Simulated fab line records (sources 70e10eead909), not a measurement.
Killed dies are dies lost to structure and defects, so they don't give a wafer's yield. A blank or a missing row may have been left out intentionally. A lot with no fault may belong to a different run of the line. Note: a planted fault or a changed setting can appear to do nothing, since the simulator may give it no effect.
Chamber matching | flow nand-harc | rie-diel-09 running NHARC_A_STAIRCASE_ETCH_444: 4 sister chambers
The step etches the open film in C4F8/O2, target depth 20400 nm, time 6800 s. 8 wafers are shown with their chamber, then 7 later ones without.

== EACH WAFER AND ITS CHAMBER ==
wafer  | chamber | rf-vpp-V (V) | oes-product-au (a.u.)
L079.1 | 3       | 812          | 0.926
L081.2 | 2       | 808          | 0.968
L081.5 | 0       | 809          | 0.995
L085.2 | 1       | 809          | 0.991
L085.3 | 3       | 815          | 0.964
L085.5 | 0       | 809          | 0.994
L087.1 | 2       | 808          | 0.965
L087.2 | 1       | 809          | 0.950

== WAFERS MISSING THEIR CHAMBER ==
wafer  | rf-vpp-V (V) | oes-product-au (a.u.)
L087.3 | 809          | 0.964
L091.1 | 809          | 0.924
L091.3 | 808          | 0.933
L091.5 | 809          | 0.903
L093.1 | 807          | 0.934
L093.3 | 813          | 0.927
L093.4 | 809          | 0.926

== CHAMBER TAKEN BY EACH ==
wafer  | from the rows above               | in truth
L087.3 | can't be placed: 1 or 2 or 0      | 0
L091.1 | can't be placed: 2 or 1 or 0      | 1
L091.3 | can't be placed: 2 or 1 or 0      | 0
L091.5 | can't be placed: 2 or 1 or 0 or 3 | 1
L093.1 | can't be placed: 2 or 1 or 0      | 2
L093.3 | 3                                 | 3
L093.4 | can't be placed: 1 or 2 or 0      | 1
Correctly placed: 1 of 7. Cannot be placed on the basis of these rows: 6; the candidates contain the true chamber in 6. Placed wrongly: 0.
How it was worked out, from the rows above alone: a wafer's distance from a chamber is the root of the sum, over the readings, of the square of ((its reading less the chamber's mean) divided by the reading's scatter). If the next closest chamber is less than 2 further off than the closest, the wafer can't be placed; otherwise it belongs to the closest. The mean given for a chamber averages the wafers shown for that chamber. How the scatter is found: for the shown wafers, subtract from each reading the mean of its chamber, square and add these, divide the total by (wafers less chambers), then take the root.
